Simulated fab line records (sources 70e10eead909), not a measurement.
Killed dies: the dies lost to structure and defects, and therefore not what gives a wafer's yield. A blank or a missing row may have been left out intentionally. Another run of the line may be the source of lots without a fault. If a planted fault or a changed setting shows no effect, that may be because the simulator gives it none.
Chamber matching | flow nand_harc | cmp-04 running NHARC_P_CONTACT_CMP_24: 4 sister chambers
The step polishes, t overpolish 30 s, target thk 200 nm. 14 wafers are shown with their chamber, then 7 later ones without.

## WAFERS, EACH WITH ITS CHAMBER
wafer  | chamber | motor_current_A (A) | overpolish_run_s (s) | slurry_filter_dp_kPa (kPa)
L074.2 | 0       | 9.8                 | 29.994               | 13.50
L074.3 | 1       | 12.0                | 30.004               | 13.49
L074.4 | 2       | 14.2                | 30.005               | 13.30
L076.2 | 0       | 10.4                | 29.998               | 13.45
L076.3 | 3       | 14.9                | 30.019               | 13.58
L076.5 | 3       | 14.3                | 29.991               | 13.48
L077.2 | 3       | 14.9                | 30.000               | 13.26
L077.4 | 2       | 14.3                | 30.000               | 13.45
L077.6 | 1       | 12.1                | 30.006               | 13.19
L079.1 | 2       | 14.5                | 30.010               | 13.27
L079.3 | 1       | 12.5                | 29.991               | 13.42
L079.5 | 0       | 11.0                | 29.987               | 13.43
L081.1 | 3       | 14.3                | 30.005               | 13.45
L081.3 | 2       | 14.6                | 30.002               | 13.47

SIGNATURES (means of the wafers above)
reading              | chamber 0 | chamber 1 | chamber 2 | chamber 3 | scatter within a chamber
motor_current_A      | 10.400    | 12.200    | 14.400    | 14.600    | 0.363
overpolish_run_s     | 29.99300  | 30.00033  | 30.00425  | 30.00375  | 0.00814
slurry_filter_dp_kPa | 13.4600   | 13.3667   | 13.3725   | 13.4425   | 0.117
Rule: for each reading, subtract the chamber's mean from the wafer's reading, divide by that reading's scatter and square the result; add these up over the readings and take the root, which gives the wafer's distance from the chamber. The wafer belongs to the nearest chamber; if the next one is less than 2 further off, it can't be placed. The scatter: the root of (the sum of the squares of (reading less its chamber's mean) over the shown wafers, divided by (wafers less chambers)).

## WAFERS MISSING THEIR CHAMBER
wafer  | motor_current_A (A) | overpolish_run_s (s) | slurry_filter_dp_kPa (kPa)
L081.5 | 10.0                | 30.000               | 13.52
L083.1 | 14.7                | 29.990               | 13.57
L083.5 | 10.7                | 30.006               | 13.69
L083.6 | 14.6                | 30.007               | 13.32
L086.1 | 12.1                | 30.024               | 13.59
L086.2 | 10.5                | 29.985               | 13.34
L086.6 | 10.4                | 30.006               | 13.44

## EACH ONE'S CHAMBER
wafer  | from the rows above     | in truth
L081.5 | 0                       | 0
L083.1 | can't be placed: 3 or 2 | 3
L083.5 | 0                       | 0
L083.6 | can't be placed: 2 or 3 | 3
L086.1 | 1                       | 1
L086.2 | 0                       | 0
L086.6 | 0                       | 0
5 of 7 placed correctly. From these rows, 2 cannot be placed; in 2 the true chamber is one of the candidates. Wrongly placed: 0.
